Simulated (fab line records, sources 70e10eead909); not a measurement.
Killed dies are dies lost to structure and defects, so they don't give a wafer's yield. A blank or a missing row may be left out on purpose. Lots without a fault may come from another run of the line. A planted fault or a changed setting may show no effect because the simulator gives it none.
Which tool did it? | flow nand_harc | 12 lots, 36 wafers sampled, at 4 steps of a route of 1159

WHAT THE GAUGES READ, wafer by wafer
NHARC_A_CHANNEL_FILL_D1_INSPECT_13.
lot  | measured     | on                | raw_defect_count
L075 | day 11 10:24 | defect_inspect-02 | 172 257 161
L076 | day 11 07:00 | defect_inspect-01 | 242 247 479
L078 | day 11 19:05 | defect_inspect-02 | 322 161 144
L082 | day 12 11:10 | defect_inspect-02 | 182 255 338
L083 | day 12 23:02 | defect_inspect-01 | 174 158 360
L084 | day 13 08:44 | defect_inspect-02 | 162 162 196
L087 | day 13 21:41 | defect_inspect-01 | 423 383 388
L088 | day 14 07:04 | defect_inspect-02 | 452 330 357
L090 | day 14 21:55 | defect_inspect-02 | 362 313 468
L093 | day 15 02:25 | defect_inspect-01 | 182 205 218
L095 | day 15 12:41 | defect_inspect-01 | 229 257 338
L096 | day 16 11:35 | defect_inspect-01 | 404 383 168

WHICH TOOL RAN EACH LOT (tool, then ch and the chambers of the sampled wafers, then the start)
lot  | NHARC_A_CHANNEL_HOLE_D1_DESCUM_15  | NHARC_A_CHANNEL_FILL_D1_ETCHBACK_20 | NHARC_A_CHANNEL_FILL_D1_RTA_24
L075 | rie_diel-03 ch 1,2,3, day 8 22:18  | rie_diel-09 ch 0,2,3, day 10 07:23  | rtp_anneal-02 ch 0, day 11 10:12
L076 | rie_diel-02 ch 0,1,2, day 8 22:38  | rie_diel-08 ch 0, day 10 07:29      | rtp_anneal-01 ch 0, day 11 06:53
L078 | rie_diel-02 ch 0,1,3, day 9 11:41  | rie_diel-10 ch 1,2,3, day 10 18:56  | rtp_anneal-02 ch 0, day 11 18:55
L082 | rie_diel-06 ch 1,2,3, day 10 01:39 | rie_diel-09 ch 0,3, day 11 11:26    | rtp_anneal-02 ch 0, day 12 11:01
L083 | rie_diel-06 ch 0,2,3, day 10 13:50 | rie_diel-10 ch 0,3, day 11 22:59    | rtp_anneal-01 ch 0, day 12 22:50
L084 | rie_diel-06 ch 1,2, day 11 01:10   | rie_diel-09 ch 0,3, day 12 09:01    | rtp_anneal-01 ch 0, day 13 08:37
L087 | rie_diel-03 ch 2,3, day 11 14:53   | rie_diel-09 ch 1,3, day 12 21:53    | rtp_anneal-01 ch 0, day 13 21:29
L088 | rie_diel-06 ch 0,2,3, day 12 00:54 | rie_diel-10 ch 0,1,3, day 13 07:35  | rtp_anneal-02 ch 0, day 14 06:54
L090 | rie_diel-06 ch 0,3, day 12 10:55   | rie_diel-09 ch 1,2, day 13 20:57    | rtp_anneal-01 ch 0, day 14 21:43
L093 | rie_diel-06 ch 0,1, day 12 16:40   | rie_diel-10 ch 0,1,3, day 14 02:29  | rtp_anneal-01 ch 0, day 15 02:13
L095 | rie_diel-02 ch 1,2,3, day 13 04:30 | rie_diel-09 ch 0,1,2, day 14 12:56  | rtp_anneal-01 ch 0, day 15 12:29
L096 | rie_diel-02 ch 0,2,3, day 13 21:46 | rie_diel-09 ch 0,1,3, day 15 06:58  | rtp_anneal-01 ch 0, day 16 11:24
- NHARC_A_CHANNEL_HOLE_D1_DESCUM_15: chemistry O2, time 3 s.
- NHARC_A_CHANNEL_FILL_D1_ETCHBACK_20: etches the open film in C4F8/O2/Ar, target depth 27 nm, time 13.5 s.
- NHARC_A_CHANNEL_FILL_D1_RTA_24: time 5 s.

THE ANSWER, worked out from the rows above alone
Rule: what is usual is taken from the lots themselves. Put in order of their means at a reading, lots are off if they are a third of the lots or fewer, leave a main group of 4 or more, and stand apart from it by a gap of 3 or more times the standard deviation of the main group's means; of several such gaps the widest counts. A main group whose means are all the same, to the digits that the tables above print for the reading, isn't used. A lot without any number at a reading at which 4 lots or more have one is off too. The other lots that the step has rows for count as sound.
No lot is off at any reading shown: from this, nothing can be told.

WHAT THE SIMULATOR HAD PUT IN
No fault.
